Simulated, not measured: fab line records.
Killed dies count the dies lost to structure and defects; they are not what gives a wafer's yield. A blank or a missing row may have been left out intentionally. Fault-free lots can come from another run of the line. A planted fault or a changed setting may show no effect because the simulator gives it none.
fab line records    flow nandHarc
record: lots: 5  wafers: 15  lastDay: 22
route steps=1159 shown P_CONTACT@217
lots that met no fault: from a run of the same line without faults
startH: hours from the record's first day to the start of the lot's first wafer shown    waitH: hours since the lot's step before    " identical to the entry in the row above    L1.1+2: a single row standing in for several wafers    - no value, or no start was given    * or withheld: withheld    < > ~ a bound
route shown NAME@n: a module of which the file shows steps, and the number in the route of the first    usual: average and standard deviation across the fault-free wafers    same: alike in all rows    chamber/n: place in a boat    sites: the reading at each site    _std_site: the values' standard deviation    _edge_site: the outer-site mean with the inner-site mean subtracted    radiusMm: how far each site lies from the wafer's centre    mask NAME#n: copy n    behind: the last tool/chamber to shape the wafer    hold: cause of the lot's hold/its duration in hours/its outcome    device: the n, p or np transistor that did not switch    end of line: the route-end tests of the same wafers    where a step has no rows: the recipe by itself    killed: dies lost to structure and defects at the first sort, not the wafer's yield    map: a wafer's dies, marking killed ones x, the rest . and places with no die _
set.NAME: the run value of the setting; set.NAME@STEP: its run value at that earlier step    model.NAME: the simulator's own value behind a step, which no gauge read
lots at selected steps of the route; one table per step, one row per wafer
services: the hour from which a tool's chamber was out of use, counted from the record's first day as startH (under 0 if before that day), plus the number of hours and why
== steps ==
step: NHARC_P_CONTACT_DEP_30
recipe: targetThkA: 300  tempC: 400  targetThkNm: 30  flowSccm: 200  rfW: 450  material: SiNx
usual: heaterPowerW: 733/100  rfFwdPowerW: 448.5/1.3
lot.wafer  tool      chamber  startH  waitH  heaterPowerW  rfFwdPowerW
L146.1     pecvd-04  1        116.67  0.1    651           446.1
L146.5     "         2        "       "      731           448.3
L146.4     "         0        "       "      752           448.3
L150.1     pecvd-04  1        143.56  0.1    566           447.6
L150.3     "         0        "       "      803           446.9
L150.4     "         0        "       "      800           449.3
L152.3     pecvd-03  2        154.13  0.3    771           447.6
L152.5     "         2        "       "      761           448.8
L152.4     "         0        "       "      680           450.5
L154.2     pecvd-03  2        166.05  0.1    759           448.3
L154.6     "         0        "       "      629           448.3
L154.5     "         2        "       "      770           447.6
L160.3     pecvd-02  1        208.19  0.1    605           449.2
L160.2     "         2        "       "      884           448.5
L160.6     "         2        "       "      890           449.6
step: NHARC_P_CONTACT_DEP_00
recipe: targetThkA: 5000  tempC: 400  pressureTorr: 6.5  rfW: 900  teosFlowSccm: 161.4  flowSccm: 2650  targetThkNm: 500  gas: O2  material: SiO2
usual: flowSccm: 2650/7.5  heaterPowerW: 568/99  rfFwdPowerW: 897.5/2.8  showerheadVppV: 1851/76  throttleValvePct: 16.1/0.68
lot.wafer  tool      chamber  startH  waitH  flowSccm  heaterPowerW  rfFwdPowerW  showerheadVppV  throttleValvePct
L146.1     pecvd-04  1        -       -      2648      476           896.1        1907            16.7
L146.5     "         2        "       "      2654      567           899.7        1961            15.6
L146.4     "         0        "       "      2644      581           898.0        1853            16.8
L150.1     pecvd-04  1        -       -      2652      444           900.8        1904            16.7
L150.3     "         0        "       "      2660      574           898.5        1812            16.8
L150.4     "         0        "       "      2656      603           902.1        1817            16.9
L152.3     pecvd-03  2        -       -      2648      550           897.3        1781            16.7
L152.5     "         2        "       "      2655      583           896.6        1806            16.5
L152.4     "         0        "       "      2653      531           899.9        1898            15.4
L154.2     pecvd-03  2        -       -      2654      564           896.5        1805            16.8
L154.6     "         0        "       "      2648      476           900.9        1881            15.6
L154.5     "         2        "       "      2658      596           896.6        1814            16.5
L160.3     pecvd-02  1        -       -      2661      508           894.0        1719            15.2
L160.2     "         2        "       "      2659      729           898.8        1906            15.0
L160.6     "         2        "       "      2656      744           899.4        1906            14.9
step: NHARC_P_CONTACT_CMP_01
recipe: targetThkNm: 200  material: SiO2
step: NHARC_P_CONTACT_SRD_03
step: NHARC_P_CONTACT_DEHYDRATE_04
recipe: tempC: 150  timeS: 120
step: NHARC_P_CONTACT_HMDS_05
recipe: timeS: 30
step: NHARC_P_CONTACT_COAT_33
recipe: tempC: 260  timeS: 75
step: NHARC_P_CONTACT_COAT_34
recipe: tempC: 225  timeS: 65
step: NHARC_P_CONTACT_COAT_06
recipe: spinRpm: 1500  resistThkNm: 90
step: NHARC_P_CONTACT_SOFTBAKE_07
recipe: tempC: 105  timeS: 55
step: NHARC_P_CONTACT_EBR_08
step: NHARC_P_CONTACT_EXPOSE_09
recipe: na: 1.35  targetCdNm: 90  doseMj: 81.26  maskId: P_CA
lot.wafer   tool            chamber  startH  waitH  mask
L146.1+4+5  arfiScanner-02  0        118.00  -      P_CA#0
L150.1+3+4  arfiScanner-01  0        144.96  -      P_CA#0
L152.3+4+5  arfiScanner-01  0        155.54  -      P_CA_R1#0
L154.2+5+6  arfiScanner-03  0        167.39  -      P_CA#0
L160.2+3+6  arfiScanner-02  0        209.45  -      P_CA#0
step: NHARC_P_CONTACT_PEB_10
recipe: pebTempC: 100  pebTimeS: 65
step: NHARC_P_CONTACT_DEVELOP_11
recipe: developTimeS: 35  devTempC: 23
step: NHARC_P_CONTACT_CD_MEAS_12
recipe: targetCdNm: 90  landingEnergyEv: 500
usual: cdNm: 89.9/0.57
lot.wafer  tool      chamber  startH  waitH  cdNm
L146.1     cdSem-02  0        118.14  -      90.6
L146.4     "         0        "       "      90.0
L146.5     "         0        "       "      90.1
L150.1     cdSem-02  0        145.10  -      89.2
L150.3     "         0        "       "      88.9
L150.4     "         0        "       "      88.7
L152.3     cdSem-01  0        155.68  -      86.4
L152.4     "         0        "       "      86.6
L152.5     "         0        "       "      86.1
L154.2     cdSem-03  0        167.52  -      89.6
L154.5     "         0        "       "      89.6
L154.6     "         0        "       "      89.7
L160.2     cdSem-02  0        209.59  -      89.6
L160.3     "         0        "       "      90.4
L160.6     "         0        "       "      89.6
step: NHARC_P_CONTACT_OVL_MEAS_13
usual: overlayXNm: 0.2/0.99  overlayYNm: -0.1/0.92
lot.wafer  tool        chamber  startH  waitH  overlayXNm  overlayYNm
L146.1     overlay-01  -        118.23  -      1.2         0.4
L146.4     "           -        "       "      1.2         0.5
L146.5     "           -        "       "      1.4         0.4
L150.1     overlay-01  -        145.19  -      1.6         -0.6
L150.3     "           -        "       "      1.0         -1.1
L150.4     "           -        "       "      0.9         -0.3
L152.3     overlay-02  -        155.76  -      -1.4        -0.4
L152.4     "           -        "       "      -1.9        -1.3
L152.5     "           -        "       "      -1.3        -0.3
L154.2     overlay-01  -        167.62  -      0.2         0.3
L154.5     "           -        "       "      -0.3        -0.1
L154.6     "           -        "       "      -0.2        0.4
L160.2     overlay-01  -        209.68  -      0.2         -0.6
L160.3     "           -        "       "      0.0         -0.4
L160.6     "           -        "       "      0.4         -1.0
step: NHARC_P_CONTACT_INSPECT_14
usual: rawDefectCount: 3.6/2.1
lot.wafer  tool              chamber  startH  waitH  rawDefectCount
L146.1     defectInspect-01  -        118.27  0.0    2
L146.4     "                 -        "       "      3
L146.5     "                 -        "       "      5
L150.1     defectInspect-01  -        145.22  0.0    4
L150.3     "                 -        "       "      2
L150.4     "                 -        "       "      2
L152.3     defectInspect-01  -        155.80  0.0    1
L152.4     "                 -        "       "      1
L152.5     "                 -        "       "      7
L154.2     defectInspect-01  -        167.66  0.0    7
L154.5     "                 -        "       "      4
L154.6     "                 -        "       "      4
L160.2     defectInspect-01  -        209.72  0.0    4
L160.3     "                 -        "       "      10
L160.6     "                 -        "       "      5
step: NHARC_P_CONTACT_DESCUM_17
recipe: timeS: 3  o2FlowSccm: 200  arFlowSccm: 0  biasPowerW: 0  chemistry: O2
usual: drypumpMotorCurrentA: 5.6/0.39  mfcArSccm: 0.013/0.01  oesProductAu: 1.000/0.012  rfVppV: 57.7/0.86  showerheadPlenumPTorr: 1.88/0.084  throttleValvePct: 11.312/0.0091
same: timeS: 3
lot.wafer  tool        chamber  startH  waitH  drypumpMotorCurrentA  mfcArSccm  oesProductAu  rfHoursCounterH  rfVppV  showerheadPlenumPTorr  throttleValvePct  model.P_CONTACT.cdNm
L146.1     rieDiel-05  0        118.35  0.1    5.7                   0.015      1.000         46               58.8    1.81                   11.315            90.73
L146.4     "           1        "       "      5.8                   0          0.982         42               59.1    1.83                   11.313            88.9
L146.5     "           2        "       "      5.3                   0          0.988         -                57.4    1.91                   11.318            90.23
L150.3     rieDiel-05  3        145.28  0.1    5.8                   0.010      1.008         56               57.4    1.77                   11.287            89.34
L150.1     "           0        "       "      5.7                   0.015      1.011         55               57.3    1.81                   11.313            89.42
L150.4     "           2        "       "      5.3                   0          0.995         55               57.5    1.91                   11.302            89.26
L152.4     rieDiel-12  2        155.88  0.1    6.1                   0.020      0.986         8                58.1    2.02                   11.317            86.44
L152.3     "           3        "       "      5.0                   0          0.999         11               57.6    1.84                   11.322            85.97
L152.5     "           0        "       "      5.7                   0.028      0.982         -                58.5    1.80                   11.309            86.75
L154.2     rieDiel-12  0        167.73  0.1    5.7                   0.028      0.989         12               57.4    1.80                   11.318            89.87
L154.5     "           3        "       "      5.0                   0          1.008         -                58.3    1.84                   11.316            90.05
L154.6     "           0        "       "      5.7                   0.028      0.986         -                57.1    1.80                   11.316            89.8
L160.3     rieDiel-03  3        209.79  0.1    5.7                   0          1.010         17               57.1    2.01                   11.322            90.08
L160.2     "           0        "       "      5.5                   0.020      0.997         17               57.9    1.79                   11.314            89.98
L160.6     "           3        "       "      5.7                   0          0.996         -                57.5    2.01                   11.312            90.18
step: NHARC_P_CONTACT_ETCH_35
recipe: targetDepthA: 390  overEtchFrac: 0.3  timeS: 65  ionEnergyEv: 80  cf4FlowSccm: 150  arFlowSccm: 0  rfW: 300  biasW: 100  chemistry: CF4
usual: drypumpMotorCurrentA: 5.6/0.4  mfcArSccm: 0.012/0.01  oesProductAu: 0.999/0.011  rfFwdPowerW: 297.8/1  rfVppV: 150.9/1.2  showerheadPlenumPTorr: 1.74/0.074  throttleValvePct: 13.284/0.0095
same: timeS: 65
lot.wafer  tool        chamber  startH  waitH  drypumpMotorCurrentA  mfcArSccm  oesProductAu  rfFwdPowerW  rfHoursCounterH  rfVppV  showerheadPlenumPTorr  throttleValvePct
L146.4     rieDiel-05  1        118.48  0.1    5.7                   0          0.982         296.5        42               151.4   1.70                   13.269
L146.1     "           2        "       "      5.3                   0          0.988         298.3        46               152.1   1.77                   13.274
L146.5     "           0        "       "      5.7                   0.015      1.015         297.2        -                150.3   1.68                   13.282
L150.3     rieDiel-05  3        145.38  0.1    5.8                   0.010      1.010         298.2        56               148.5   1.65                   13.284
L150.1     "           0        "       "      5.7                   0.015      1.002         297.5        55               150.7   1.68                   13.263
L150.4     "           1        "       "      5.7                   0          0.967         297.1        52               150.0   1.70                   13.276
L152.3     rieDiel-12  3        155.95  0.1    5.0                   0          0.996         298.5        11               150.5   1.71                   13.290
L152.4     "           1        "       "      5.1                   0.018      0.997         297.8        12               150.1   1.71                   13.272
L152.5     "           3        "       "      5.0                   0          1.015         298.0        -                149.6   1.71                   13.299
L154.2     rieDiel-12  1        167.82  0.1    5.1                   0.018      0.993         297.9        12               150.5   1.71                   13.277
L154.6     "           2        "       "      6.1                   0.020      0.994         298.7        -                151.4   1.86                   13.288
L154.5     "           3        "       "      5.0                   0          0.995         298.3        -                151.0   1.71                   13.283
L160.2     rieDiel-03  1        209.87  0.1    5.4                   0.018      1.007         298.7        17               150.0   1.71                   13.280
L160.3     "           3        "       "      5.7                   0          1.000         298.2        17               152.3   1.85                   13.294
L160.6     "           0        "       "      5.4                   0.020      0.995         297.9        -                150.3   1.66                   13.275
step: NHARC_P_CONTACT_ETCH_36
recipe: targetDepthA: 2600  overEtchFrac: 0.25  timeS: 406.25  ionEnergyEv: 200  n2FlowSccm: 150  h2FlowSccm: 150  arFlowSccm: 0  rfW: 400  biasW: 150  chemistry: N2/H2
usual: drypumpMotorCurrentA: 5.6/0.39  mfcArSccm: 0.012/0.011  oesProductAu: 0.998/0.01  rfFwdPowerW: 399.6/1.3  rfVppV: 429.4/2.7  showerheadPlenumPTorr: 2.00/0.093  throttleValvePct: 14.172/0.0088
same: timeS: 406.25
lot.wafer  tool        chamber  startH  waitH  drypumpMotorCurrentA  mfcArSccm  oesProductAu  rfFwdPowerW  rfHoursCounterH  rfVppV  showerheadPlenumPTorr  throttleValvePct
L146.4     rieDiel-05  3        -       -      5.8                   0.010      1.006         398.9        48               426.0   1.89                   14.171
L146.1     "           0        "       "      5.7                   0.015      0.999         399.5        46               428.2   1.93                   14.174
L146.5     "           2        "       "      5.4                   0          0.983         402.5        -                430.7   2.04                   14.186
L150.4     rieDiel-05  2        -       -      5.3                   0          0.992         400.0        56               429.6   2.04                   14.171
L150.1     "           3        "       "      5.8                   0.010      1.002         401.1        57               425.1   1.89                   14.162
L150.3     "           0        "       "      5.7                   0.015      0.992         401.4        55               429.0   1.93                   14.165
L152.4     rieDiel-12  2        -       -      6.1                   0.020      1.001         397.5        8                432.2   2.16                   14.171
L152.3     "           0        "       "      5.7                   0.028      0.996         399.6        12               427.1   1.91                   14.177
L152.5     "           3        "       "      5.0                   0          1.014         399.4        -                429.7   1.96                   14.176
L154.2     rieDiel-12  0        -       -      5.7                   0.028      0.995         400.4        12               427.7   1.91                   14.176
L154.6     "           3        "       "      5.0                   0          0.996         400.6        -                426.9   1.96                   14.167
L154.5     "           0        "       "      5.7                   0.028      0.976         398.2        -                425.8   1.91                   14.173
L160.3     rieDiel-03  2        -       -      6.3                   0          0.986         401.7        16               432.3   2.09                   14.181
L160.2     "           3        "       "      5.7                   0          1.004         399.8        17               433.9   2.14                   14.179
L160.6     "           1        "       "      5.4                   0.018      1.016         396.5        -                428.9   1.96                   14.180
step: NHARC_P_CONTACT_ETCH_18
recipe: targetDepthA: 4810  timeS: 240.5  c4f8FlowSccm: 20  o2FlowSccm: 10  arFlowSccm: withheld  rfW: 600  biasW: 1500  chemistry: C4F8/O2/Ar
usual: oesProductAu: 0.960/0.02  rfFwdPowerW: 598.6/1.9  rfVppV: 976/5.9
same: timeS: 240.5
lot.wafer  tool        chamber  startH  waitH  oesProductAu  rfFwdPowerW  rfHoursCounterH  rfVppV
L146.1     rieDiel-05  2        -       -      0.919         600.4        46               979
L146.4     "           3        "       "      0.931         595.5        48               968
L146.5     "           1        "       "      0.902         599.0        -                974
L150.3     rieDiel-05  1        -       -      0.951         598.2        52               973
L150.4     "           2        "       "      0.975         599.2        56               977
L150.1     "           3        "       "      0.954         600.4        57               969
L152.4     rieDiel-12  3        -       -      0.977         598.5        12               973
L152.3     "           0        "       "      0.943         597.3        12               970
L152.5     "           1        "       "      0.951         600.2        -                973
L154.2     rieDiel-12  0        -       -      0.948         600.4        13               971
L154.6     "           2        "       "      0.968         599.3        -                986
L154.5     "           3        "       "      0.952         601.5        -                973
L160.3     rieDiel-03  2        -       -      0.947         598.1        16               980
L160.2     "           3        "       "      0.955         597.4        17               985
L160.6     "           3        "       "      0.950         598.9        -                982
step: NHARC_P_CONTACT_STRIP_37
recipe: c4f8FlowSccm: withheld  o2FlowSccm: 8  arFlowSccm: withheld  biasW: 0  chemistry: C4F8/O2/Ar
step: NHARC_P_CONTACT_ETCH_31
recipe: targetDepthA: 300  timeS: 85.7  ionEnergyEv: 120  overEtchFrac: 1  ch3fFlowSccm: 50  o2FlowSccm: 30  arFlowSccm: 200  rfW: 500  biasW: 100  chemistry: CH3F/O2
usual: ch3fFlowSccm: 50.02/0.15  drypumpMotorCurrentA: 5.6/0.39  mfcArSccm: 200.0/0.58  oesProductAu: 0.979/0.018  rfFwdPowerW: 497.0/1.8  rfVppV: 243.7/1.7  showerheadPlenumPTorr: 2.42/0.11  throttleValvePct: 20.663/0.0087
same: timeS: 85.7
lot.wafer  tool        chamber  startH  waitH  ch3fFlowSccm  drypumpMotorCurrentA  mfcArSccm  oesProductAu  rfFwdPowerW  rfHoursCounterH  rfVppV  showerheadPlenumPTorr  throttleValvePct  model.P_CONTACT.cdNm
L146.4     rieDiel-05  3        -       -      50.14         5.8                   199.8      0.965         496.1        48               242.6   2.29                   20.653            87.05
L146.1     "           2        "       "      49.92         5.3                   200.5      0.964         498.6        46               244.6   2.46                   20.664            92.45
L146.5     "           0        "       "      50.03         5.7                   199.9      0.979         496.7        -                242.6   2.33                   20.664            87.95
L150.4     rieDiel-05  2        -       -      49.94         5.3                   200.7      0.983         498.3        56               245.7   2.46                   20.664            88.2
L150.3     "           3        "       "      50.19         5.8                   200.6      0.986         493.6        57               242.0   2.29                   20.687            91.54
L150.1     "           0        "       "      50.00         5.7                   199.9      0.980         497.8        55               242.0   2.33                   20.655            90.73
L152.3     rieDiel-12  3        -       -      50.08         5.0                   199.2      0.934         500.3        12               240.6   2.37                   20.676            84.48
L152.4     "           1        "       "      50.03         5.1                   200.7      0.953         497.7        12               243.9   2.38                   20.674            84.28
L152.5     "           3        "       "      50.05         5.0                   200.4      0.937         496.9        -                244.1   2.37                   20.664            88.29
L154.2     rieDiel-12  1        -       -      49.77         5.2                   200.4      0.979         496.6        12               242.8   2.38                   20.659            88.81
L154.5     "           0        "       "      50.04         5.8                   200.2      0.966         494.8        -                242.1   2.32                   20.659            88.14
L154.6     "           1        "       "      49.90         5.2                   200.4      0.978         496.8        -                242.1   2.38                   20.655            92.2
L160.3     rieDiel-03  3        -       -      49.87         5.7                   199.9      0.964         498.0        17               245.6   2.57                   20.656            87.78
L160.2     "           0        "       "      49.97         5.4                   200.2      0.960         496.7        18               241.5   2.30                   20.667            89.09
L160.6     "           2        "       "      49.98         6.3                   200.7      0.959         496.2        -                245.7   2.52                   20.662            89.83
step: NHARC_P_CONTACT_CD_MEAS_19
usual: cdNm: 89.4/1.5
lot.wafer  tool      chamber  startH  waitH  cdNm
L146.1     cdSem-03  -        119.27  -      92.5
L146.4     "         -        "       "      87.0
L146.5     "         -        "       "      88.2
L150.1     cdSem-01  -        146.20  -      90.4
L150.3     "         -        "       "      91.8
L150.4     "         -        "       "      88.1
L152.3     cdSem-01  -        157.14  -      84.2
L152.4     "         -        "       "      84.5
L152.5     "         -        "       "      88.3
L154.2     cdSem-03  -        168.59  -      89.0
L154.5     "         -        "       "      88.2
L154.6     "         -        "       "      92.0
L160.2     cdSem-01  -        210.65  -      88.9
L160.3     "         -        "       "      87.6
L160.6     "         -        "       "      90.0
== services ==
tool            chamber  startH  hours  kind
rieDiel-05      0        93.60   -      clean
rieDiel-05      1        93.60   -      clean
rieDiel-05      2        93.60   -      clean
rieDiel-05      3        93.60   -      clean
rieDiel-12      0        107.90  -      clean
rieDiel-12      1        107.90  -      clean
rieDiel-12      2        107.90  -      clean
rieDiel-12      3        107.90  -      clean
rieDiel-05      1        110.42  3.8    repair
pecvd-03        -        111.13  13.0   pm
rieDiel-05      0        118.10  -      clean
rieDiel-12      2        132.33  21.0   repair
arfiScanner-03  -        136.56  1.9    repair
pecvd-02        -        153.00  13.0   pm
rieDiel-03      2        156.10  7.6    repair
rieDiel-05      -        163.60  9.0    pm
pecvd-03        0        169.67  9.2    repair
rieDiel-12      3        173.07  15.7   repair
arfiScanner-01  -        189.06  1.7    repair
rieDiel-03      3        191.32  5.2    repair
pecvd-04        -        195.32  13.0   pm
arfiScanner-01  -        196.00  4.0    pm
rieDiel-12      -        202.43  9.0    pm
rieDiel-05      2        203.27  8.7    repair
== key ==
firstSign: step: NHARC_P_CONTACT_EXPOSE_09  reading: mask  direction: changed
effect: step: NHARC_P_CONTACT_CD_MEAS_12  reading: cdNm  direction: down  sigmas: 6.2  usual: 89.9  struck: 86.4
effect: step: NHARC_P_CONTACT_CD_MEAS_19  reading: cdNm  direction: down  sigmas: 2.5  usual: 89.4  struck: 85.7
modelEffect: step: NHARC_P_CONTACT_DESCUM_17  value: P_CONTACT.cdNm  without: 89.4  struck: 86.39
modelEffect: step: NHARC_P_CONTACT_ETCH_31  value: P_CONTACT.cdNm  without: 88.69  struck: 85.68
metAt NHARC_P_CONTACT_EXPOSE_09
struckWafers L152.3,L152.4,L152.5
testerLeftOut L152
onsetBetween 144.96 155.54
fault: kind: wrongMask  tool: any  chamber: -  onsetH: 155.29  steps: NHARC_P_CONTACT_EXPOSE_09  auxCopy: P_CA_R1#0  cdOffsetNm: -3.0132  scope: struckLotsOnly
testerLeftOut: of these lots the tester's yield and bins aren't shown, on N5 and GAA mostly nor the transistor test; their killed dies are dies lost to structure and defects alone, not to doping, threshold or leakage, so they don't give the yield
